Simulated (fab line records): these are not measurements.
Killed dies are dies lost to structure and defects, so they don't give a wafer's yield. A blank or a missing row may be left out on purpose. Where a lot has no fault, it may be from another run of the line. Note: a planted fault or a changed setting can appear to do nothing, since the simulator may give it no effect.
fab line records	flow n5Finfet
record lots=10	wafers=28	lastDay=18
route steps=1938 shown BEOL_M11@1593 BEOL_M12@1615 PASSIVATION@1936
lots that met no fault: from a run of the same line without faults
startH: start of the lot's first displayed wafer, in hours after the record's first day	waitH: how many hours have passed since the lot's step before this one	" repeats the value in the row above	L1.1+2: a row that stands for several wafers	- no value present, or no start provided	* or withheld: withheld	< > ~ a bound
route shown NAME@n: NAME is a module with steps in the file, n the number in the route of the first one	usual: average and standard deviation across the fault-free wafers	same: alike in all rows	chamber/n: place in a boat	sites: the reading at each site	_std_site: standard deviation across them	_edge_site: the outer-site mean with the inner-site mean subtracted	radiusMm: how far each site lies from the wafer's centre	mask NAME#n: copy n	behind: the tool/chamber that last shaped the wafer	hold: why the lot went on hold/how many hours it stayed there/how the hold came to an end	device: transistor that didn't switch, given as n, p or np	end of line: the same wafers' tests at the end of the route	a step without rows: its recipe alone	killed: dies lost to structure and defects at the first sort, not the wafer's yield	map: the dies of a wafer, with x for killed, . for not killed, _ for no die there
set.NAME: the setting as run; set.NAME@STEP: as run at that earlier step	model.NAME: the simulator's own value behind a step, which no gauge read
route steps across a sampled set of lots; one table per step, one row per wafer
services: the hour from which a tool's chamber was out of use, counted from the record's first day as startH (under 0 if before that day), plus the number of hours and why
## steps
# step N5_BEOL_M11_SPUTTER_48
# recipe material=Cu	targetThkA=120	tempC=-20	biasV=60	powerW=26000	chamberPressurePa=0.13	timeS=2
# usual chuckGasFlowSccm=1.27/0.05	throttleValvePct=30.7/0.85
lot.wafer	tool	chamber	startH	waitH	chuckGasFlowSccm	throttleValvePct
L675.2	pvdSputter-02	-	248.05	0.1	1.24	30.9
L675.3	"	-	"	"	1.27	31.3
L675.5	"	-	"	"	1.33	32.6
L674.3	pvdSputter-01	-	255.77	0.1	1.24	29.7
L674.4	"	-	"	"	1.32	30.6
L674.5	"	-	"	"	1.26	30.6
L676.1	pvdSputter-01	-	256.49	0.1	1.20	30.4
L676.2	"	-	"	"	1.31	30.3
L676.4	"	-	"	"	1.30	29.7
L679.2	pvdSputter-02	-	274.56	0.2	1.26	31.5
L679.3	"	-	"	"	1.20	29.7
L679.4	"	-	"	"	1.29	32.2
L682.1	pvdSputter-02	-	283.36	0.1	1.22	29.7
L682.6	"	-	"	"	1.25	30.6
L684.2	pvdSputter-03	-	317.17	0.1	1.30	30.6
L684.4	"	-	"	"	1.26	31.4
L684.6	"	-	"	"	1.28	31.3
L689.4	pvdSputter-03	-	326.43	0.1	1.25	31.9
L689.5	"	-	"	"	1.35	30.0
L689.6	"	-	"	"	1.22	31.5
L688.1	pvdSputter-03	-	327.27	0.1	1.33	31.5
L688.3	"	-	"	"	1.30	32.0
L688.4	"	-	"	"	1.25	30.4
L687.1	pvdSputter-03	-	328.35	0.1	1.27	30.4
L687.2	"	-	"	"	1.29	31.6
L687.3	"	-	"	"	1.21	30.7
L696.4	pvdSputter-01	-	384.40	0.0	1.24	29.8
L696.6	"	-	"	"	1.35	30.4
# step N5_BEOL_M12_DESCUM_15
# recipe chemistry=O2	timeS=7.9	sourcePowerW=50	biasPowerW=20	pressureMtorr=20	rfFrequencyHz=2.712e+07	tempC=40	o2FlowSccm=225
# usual drypumpMotorCurrentA=5.6/0.43	oesProductAu=0.81/0.068	rfVppV=243.4/1.3	showerheadPlenumPTorr=2.11/0.058	throttleValvePct=20.46/0.17
lot.wafer	tool	chamber	startH	waitH	drypumpMotorCurrentA	oesProductAu	rfHoursCounterH	rfVppV	showerheadPlenumPTorr	throttleValvePct
L675.2	rieDiel-06	1	252.61	0.0	6.1	0.69	239	242.7	1.96	20.43
L675.3	"	0	"	"	5.3	0.72	186	242.1	2.08	20.67
L675.5	"	1	"	"	6.1	0.69	-	241.1	1.96	20.43
L674.3	rieDiel-01	2	257.60	0.0	4.9	0.87	55	243.9	2.15	20.40
L674.4	"	1	"	"	6.1	0.81	109	244.2	2.11	20.51
L674.5	"	2	"	"	4.9	0.88	-	242.3	2.15	20.39
L676.1	rieDiel-06	3	258.23	0.0	5.1	0.91	16	244.0	2.16	20.46
L676.2	"	1	"	"	6.2	0.69	241	239.2	1.96	20.43
L676.4	"	2	"	"	5.3	0.82	81	245.0	2.21	20.30
L679.2	rieDiel-01	2	276.44	0.0	4.9	0.86	62	242.1	2.15	20.40
L679.3	"	1	"	"	6.1	0.81	115	243.6	2.11	20.53
L679.4	"	2	"	"	4.9	0.86	-	244.1	2.15	20.39
L682.1	rieDiel-05	3	284.89	0.0	6.3	0.89	23	244.9	2.12	20.24
L682.6	"	1	"	"	5.9	0.86	-	243.2	2.02	20.49
L684.2	rieDiel-06	3	318.83	0.1	5.1	0.86	40	243.8	2.15	20.51
L684.4	"	1	"	"	6.2	0.97	3	246.2	2.22	20.11
L684.6	"	2	"	"	5.3	0.79	-	245.2	2.20	20.32
L689.4	rieDiel-01	1	328.81	0.1	6.1	0.79	136	244.6	2.10	20.55
L689.5	"	2	"	"	4.9	0.84	-	243.7	2.14	20.42
L689.6	"	1	"	"	6.1	0.79	-	243.0	2.10	20.57
L688.1	rieDiel-01	0	329.19	0.0	5.4	0.80	118	243.6	2.13	20.50
L688.3	"	3	"	"	5.6	0.93	15	244.5	2.15	20.43
L688.4	"	2	"	"	4.9	0.83	84	243.8	2.14	20.44
L687.1	rieDiel-05	0	330.71	0.3	5.7	0.75	148	243.3	2.10	20.20
L687.2	"	1	"	"	5.9	0.83	88	240.9	2.01	20.52
L687.3	"	3	"	"	6.3	0.85	39	244.0	2.12	20.27
L696.4	rieDiel-01	1	386.50	0.1	6.1	0.77	157	244.0	2.09	20.59
L696.6	"	0	"	"	5.4	0.78	-	243.0	2.12	20.54
# step N5_BEOL_M12_ETCH_59
# recipe chemistry=N2/H2	target=BARC	targetDepthA=890	overetchA=267	timeS=67.9	ionEnergyEv=200	pressureMtorr=30	sourceW=840	biasW=150	n2FlowSccm=200	h2FlowSccm=200
# usual drypumpMotorCurrentA=5.6/0.43	oesProductAu=0.69/0.057	rfVppV=524.4/2.1	showerheadPlenumPTorr=2.56/0.07	throttleValvePct=17.85/0.17
lot.wafer	tool	chamber	startH	waitH	drypumpMotorCurrentA	oesProductAu	rfHoursCounterH	rfVppV	showerheadPlenumPTorr	throttleValvePct
L675.2	rieDiel-06	1	252.64	0.0	6.2	0.59	239	520.6	2.39	18.06
L675.3	"	0	"	"	5.3	0.62	186	523.5	2.54	18.24
L675.5	"	1	"	"	6.1	0.59	-	521.1	2.39	18.06
L674.3	rieDiel-01	2	257.63	0.0	4.9	0.74	55	527.1	2.59	17.71
L674.4	"	1	"	"	6.1	0.69	109	522.4	2.54	17.83
L674.5	"	2	"	"	4.9	0.75	-	524.7	2.59	17.70
L676.1	rieDiel-06	3	258.26	0.0	5.1	0.78	16	525.4	2.59	17.67
L676.2	"	1	"	"	6.1	0.59	241	519.5	2.39	18.06
L676.4	"	2	"	"	5.3	0.70	81	527.5	2.68	17.75
L679.2	rieDiel-01	2	276.48	0.0	4.9	0.73	62	524.5	2.59	17.71
L679.3	"	1	"	"	6.1	0.69	115	525.4	2.54	17.81
L679.4	"	2	"	"	4.9	0.74	-	523.8	2.59	17.71
L682.1	rieDiel-05	3	284.93	0.0	6.3	0.76	23	527.8	2.61	17.80
L682.6	"	1	"	"	5.9	0.72	-	522.9	2.45	17.95
L684.2	rieDiel-06	3	318.87	0.0	5.1	0.74	40	525.9	2.58	17.72
L684.4	"	1	"	"	6.1	0.82	3	529.0	2.71	17.68
L684.6	"	2	"	"	5.3	0.68	-	527.3	2.67	17.80
L689.4	rieDiel-01	1	328.85	0.0	6.1	0.66	136	524.5	2.53	17.88
L689.5	"	2	"	"	4.9	0.71	-	524.2	2.58	17.76
L689.6	"	1	"	"	6.1	0.67	-	523.7	2.53	17.87
L688.1	rieDiel-01	0	329.23	0.0	5.5	0.69	118	524.0	2.54	17.73
L688.3	"	3	"	"	5.6	0.79	15	527.1	2.60	17.74
L688.4	"	2	"	"	4.9	0.72	84	524.8	2.58	17.75
L687.1	rieDiel-05	0	330.75	0.0	5.7	0.64	148	523.1	2.56	17.75
L687.2	"	1	"	"	5.9	0.71	88	520.9	2.45	17.97
L687.3	"	3	"	"	6.3	0.73	39	524.5	2.61	17.84
L696.4	rieDiel-01	1	386.53	0.0	6.1	0.65	157	524.7	2.52	17.91
L696.6	"	0	"	"	5.4	0.67	-	523.6	2.53	17.76
# step N5_BEOL_M12_STRIP_63
# recipe chemistry=N2/H2	powerW=1000	tempC=250	h2Frac=0.65	overashFraction=0.3	pressureMtorr=1000	n2FlowSccm=1750	h2FlowSccm=3250
# usual drypumpMotorCurrentA=5.75/0.28	heaterPowerW=359/28	oesProductAu=0.693/0.0048	stripTimeToEndpointS=42.4/0.71
# same overashFraction=0.3
lot.wafer	tool	chamber	startH	waitH	drypumpMotorCurrentA	heaterPowerW	oesProductAu	rfHoursCounterH	stripTimeToEndpointS
L675.2	plasmaAsher-02	0	252.89	-	5.51	371	0.700	71	43.1
L675.3	"	1	"	"	5.95	365	0.698	-	43.0
L675.5	"	0	"	"	5.51	357	0.694	-	42.2
L674.3	plasmaAsher-02	0	257.90	-	5.53	369	0.694	-	42.7
L674.4	"	1	"	"	5.97	363	0.695	-	41.7
L674.5	"	0	"	"	5.53	358	0.693	-	41.6
L676.1	plasmaAsher-02	1	258.51	-	5.95	364	0.698	72	43.8
L676.2	"	0	"	"	5.56	368	0.696	72	43.9
L676.4	"	1	"	"	5.96	366	0.684	-	42.8
L679.2	plasmaAsher-02	1	276.73	-	5.95	364	0.692	75	41.7
L679.3	"	0	"	"	5.56	370	0.700	-	43.2
L679.4	"	1	"	"	5.95	377	0.694	-	41.9
L682.1	plasmaAsher-01	1	285.18	-	6.15	383	0.692	132	41.4
L682.6	"	1	"	"	6.13	381	0.705	-	41.5
L684.2	plasmaAsher-02	0	319.12	-	5.51	371	0.702	83	43.6
L684.4	"	0	"	"	5.54	374	0.693	-	42.8
L684.6	"	0	"	"	5.53	373	0.691	-	42.4
L689.4	plasmaAsher-02	0	329.12	-	5.53	366	0.695	-	41.5
L689.5	"	0	"	"	5.53	373	0.693	-	40.7
L689.6	"	1	"	"	5.97	360	0.686	-	41.3
L688.1	plasmaAsher-02	1	329.48	-	5.95	363	0.699	85	42.8
L688.3	"	1	"	"	5.96	361	0.702	-	42.7
L688.4	"	0	"	"	5.49	372	0.687	-	41.6
L687.1	plasmaAsher-02	0	331.00	-	5.54	359	0.696	85	43.1
L687.2	"	1	"	"	5.93	369	0.692	85	42.9
L687.3	"	1	"	"	5.94	369	0.690	-	42.1
L696.4	plasmaAsher-01	0	386.81	-	5.33	296	0.690	-	41.1
L696.6	"	0	"	"	5.35	303	0.697	-	47.0
# step N5_BEOL_M12_INSPECT_30
# recipe mode=adi	inspectInstrument=macro
# usual rawDefectCount=1.9/1.4
lot.wafer	tool	chamber	startH	waitH	rawDefectCount
L675.2	defectInspect-01	-	253.48	0.0	1
L675.3	"	-	"	"	2
L675.5	"	-	"	"	1
L674.3	defectInspect-02	-	258.47	0.0	2
L674.4	"	-	"	"	1
L674.5	"	-	"	"	3
L676.1	defectInspect-01	-	259.10	0.0	4
L676.2	"	-	"	"	1
L676.4	"	-	"	"	2
L679.2	defectInspect-02	-	277.44	0.0	2
L679.3	"	-	"	"	3
L679.4	"	-	"	"	1
L682.1	defectInspect-01	-	285.90	0.0	4
L682.6	"	-	"	"	2
L684.2	defectInspect-01	-	319.71	0.0	4
L684.4	"	-	"	"	1
L684.6	"	-	"	"	2
L689.4	defectInspect-02	-	329.81	0.0	3
L689.5	"	-	"	"	2
L689.6	"	-	"	"	5
L688.1	defectInspect-02	-	330.19	0.0	2
L688.3	"	-	"	"	7
L688.4	"	-	"	"	1
L687.1	defectInspect-01	-	331.74	0.0	2
L687.2	"	-	"	"	1
L687.3	"	-	"	"	0
L696.4	defectInspect-02	-	387.50	0.0	3
L696.6	"	-	"	"	1
# step N5_PASSIVATION_PROBE_49
# usual defectLimitedYield=91.3/1.5	killed_at_M0_to_M3=31/11	killed_at_M4_up=14/5.1	killedAtContacts=12/5.6	killedAtFrontEnd=42/12	killedAtOther=3.8/2.9	killedDies=103/18	killedOpen=67/14	killedShort=33/8	sort_bin_4_leakage=0.00/0.0073	sort_bin_5_function=5.1/1	sort_bin_6_memory=3.2/0.75	sortNPass=1077/18	sortYieldPct=91.3/1.5
# same grossDies=1180	killedAtBackSide=0	sort_bin_8_speed[%]=0
lot.wafer	tool	chamber	startH	waitH	defectLimitedYield[%]	killed_at_M0_to_M3	killed_at_M4_up	killedAtContacts	killedAtFrontEnd	killedAtOther	killedDies	killedOpen	killedShort	sort_bin_4_leakage[%]	sort_bin_5_function[%]	sort_bin_6_memory[%]	sortNPass	sortYieldPct[%]
L679.2	prober-02	-	315.87	0.1	91.4	17	27	25	33	0	102	62	40	0	4.9	3.2	1078	91.4
L679.3	prober-02	-	315.92	0.1	93.6	19	15	10	32	0	76	59	17	0	3.7	2.3	1104	93.6
L679.4	prober-02	-	315.97	0.2	90.5	18	18	16	57	3	112	81	25	0	6.1	2.5	1068	90.5
L684.2	prober-02	-	367.96	0.1	91.2	23	11	14	54	2	104	73	30	0	4.3	4.0	1076	91.2
L684.4	prober-02	-	368.06	0.2	91.4	19	13	15	55	0	102	67	29	0	4.7	3.1	1078	91.4
L684.6	prober-02	-	368.16	0.3	91.9	42	10	7	34	2	95	76	19	0	5.2	2.7	1085	91.9
# killed by level:class
L679.2 MOL_CONTACT_COAG:geometricParticle:open=21 BEOL_M4:geometricParticle:short=14 STI_FIN_REVEAL:geometricParticle:open=10 GATE_CUT:geometricParticle:short=5 BEOL_M0_SAQP:geometricParticle:short=5 BEOL_M4:geometricParticle:open=5 ILD0:geometricParticle:open=4 ILD0:geometricParticle:short=4
L679.3 MOL_CONTACT_COAG:geometricParticle:open=10 FIN_SAQP:geometricParticle:open=8 BEOL_M0_SAQP:geometricParticle:open=7 BEOL_M4:geometricParticle:open=6 STI_FIN_REVEAL:geometricParticle:open=5 DUMMY_GATE:geometricParticle:open=5 FIN_SAQP:geometricParticle:short=3 GATE_CUT:geometricParticle:short=3
L679.4 STI_FIN_REVEAL:geometricParticle:open=15 MOL_CONTACT_COAG:geometricParticle:open=15 FIN_SAQP:geometricParticle:open=12 BEOL_M3:geometricParticle:open=7 BEOL_M4:geometricParticle:open=7 DUMMY_GATE:geometricParticle:open=6 FIN_SAQP:geometricParticle:short=5 STARTING-WAFER:geometricParticle:short=5
L684.2 FIN_SAQP:geometricParticle:open=22 MOL_CONTACT_COAG:geometricParticle:open=10 FIN_SAQP:geometricParticle:short=8 DUMMY_GATE:geometricParticle:open=7 STARTING-WAFER:geometricParticle:open=5 BEOL_M0_SAQP:geometricParticle:open=4 MOL_CONTACT_COAG:geometricParticle:short=4 BEOL_M0_SAQP:geometricParticle:short=4
L684.4 FIN_SAQP:geometricParticle:open=13 MOL_CONTACT_COAG:geometricParticle:open=11 BEOL_M1:geometricParticle:open=8 DUMMY_GATE:geometricParticle:open=7 STARTING-WAFER:geometricParticle:short=6 HKMG_FIN:areaEtch=6 FIN_SAQP:geometricParticle:short=4 GATE_CUT:geometricParticle:short=4
L684.6 BEOL_M0:geometricParticle:open=10 FIN_SAQP:geometricParticle:open=9 BEOL_M0_SAQP:geometricParticle:open=9 FIN_SAQP:geometricParticle:short=8 DUMMY_GATE:geometricParticle:open=7 BEOL_M0_SAQP:geometricParticle:short=7 MOL_CONTACT_COAG:geometricParticle:open=6 BEOL_M3:geometricParticle:open=6
## services
tool	chamber	startH	hours	kind
rieDiel-06	3	225.92	16.6	repair
rieDiel-01	3	263.49	2.6	repair
rieDiel-01	3	266.36	-	clean
rieDiel-01	3	266.36	-	consumableReplace:focusRing
rieDiel-01	3	266.36	24.7	scheduledDown
rieDiel-01	3	266.36	24.7	ventCycle
rieDiel-06	1	287.58	-	clean
rieDiel-06	1	287.58	-	consumableReplace:focusRing
rieDiel-06	1	287.58	-	consumableReplace:showerhead
rieDiel-06	1	287.58	19.8	scheduledDown
rieDiel-06	1	287.58	19.8	ventCycle
rieDiel-05	-	290.15	2.6	repair
rieDiel-06	0	300.58	5.8	repair
rieDiel-06	-	348.84	2.8	pm
rieDiel-05	0	350.53	25.4	repair
## key
firstSign step=N5_BEOL_M12_STRIP_63	reading=stripTimeToEndpointS	direction=up	sigmas=6.5	usual=*	struck=*
effect none on later readings
metAt N5_BEOL_M12_ETCH_59
struckLots L696
struckWafers L696.6
notActingAt N5_BEOL_M11_SPUTTER_48,N5_BEOL_M12_DESCUM_15,N5_BEOL_M12_INSPECT_30
onsetBetween 329.23 386.53
fault kind=processParameterDrift	tool=rieDiel-01	chamber=-	onsetH=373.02	steps=N5_BEOL_M12_ETCH_59	channel=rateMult	offset=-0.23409	shape=step	endH=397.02	scope=struckWafersOnly
